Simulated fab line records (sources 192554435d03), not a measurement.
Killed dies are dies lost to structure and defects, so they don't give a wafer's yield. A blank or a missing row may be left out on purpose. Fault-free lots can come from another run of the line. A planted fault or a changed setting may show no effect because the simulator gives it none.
Matching of chambers :: flow n5Finfet :: rieDiel-05 running N5_BEOL_M5_ETCH_75: 4 sister chambers
The step etches underlayer in N2/H2, target depth 6.5 nm, time 5.2 s. 4 wafers are shown with their chamber, then 7 later ones without.

## WAFERS PAIRED WITH THEIR CHAMBERS
wafer: L075.5
chamber: 0
showerheadPlenumPTorr (Torr): 2.63

wafer: L075.6
chamber: 1
showerheadPlenumPTorr (Torr): 2.44

wafer: L091.1
chamber: 2
showerheadPlenumPTorr (Torr): 2.48

wafer: L091.3
chamber: 3
showerheadPlenumPTorr (Torr): 2.44

## WAFERS WHOSE CHAMBER IS MISSING
wafer: L091.4
showerheadPlenumPTorr (Torr): 2.61

wafer: L093.2
showerheadPlenumPTorr (Torr): 2.61

wafer: L093.5
showerheadPlenumPTorr (Torr): 2.48

wafer: L093.6
showerheadPlenumPTorr (Torr): 2.44

wafer: L094.1
showerheadPlenumPTorr (Torr): 2.44

wafer: L094.4
showerheadPlenumPTorr (Torr): 2.43

wafer: L094.6
showerheadPlenumPTorr (Torr): 2.43

## WHICH CHAMBER EACH WENT THROUGH
wafer: L091.4
from the rows above: 0
in truth: 0

wafer: L093.2
from the rows above: 0
in truth: 0

wafer: L093.5
from the rows above: 2
in truth: 2

wafer: L093.6
from the rows above: can't be placed: 1 or 3
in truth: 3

wafer: L094.1
from the rows above: can't be placed: 1 or 3
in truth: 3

wafer: L094.4
from the rows above: can't be placed: 1 or 3
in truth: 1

wafer: L094.6
from the rows above: can't be placed: 1 or 3
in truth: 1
Correctly placed: 3 of 7. These rows do not allow placing 4 (true chamber among the candidates in 4). Placed wrongly: 0.
How it was worked out, from the rows above alone: a wafer's distance from a chamber is the root of the sum, over the readings, of the square of ((its reading less the chamber's mean) divided by the reading's scatter). If the next closest chamber is less than 2 further off than the closest, the wafer can't be placed; otherwise it belongs to the closest. For every chamber, the mean is computed from those of its wafers that are shown. The scatter (one wafer shown for each chamber): square how far every hidden wafer sits from the nearest shown wafer, average those squares and take the square root.
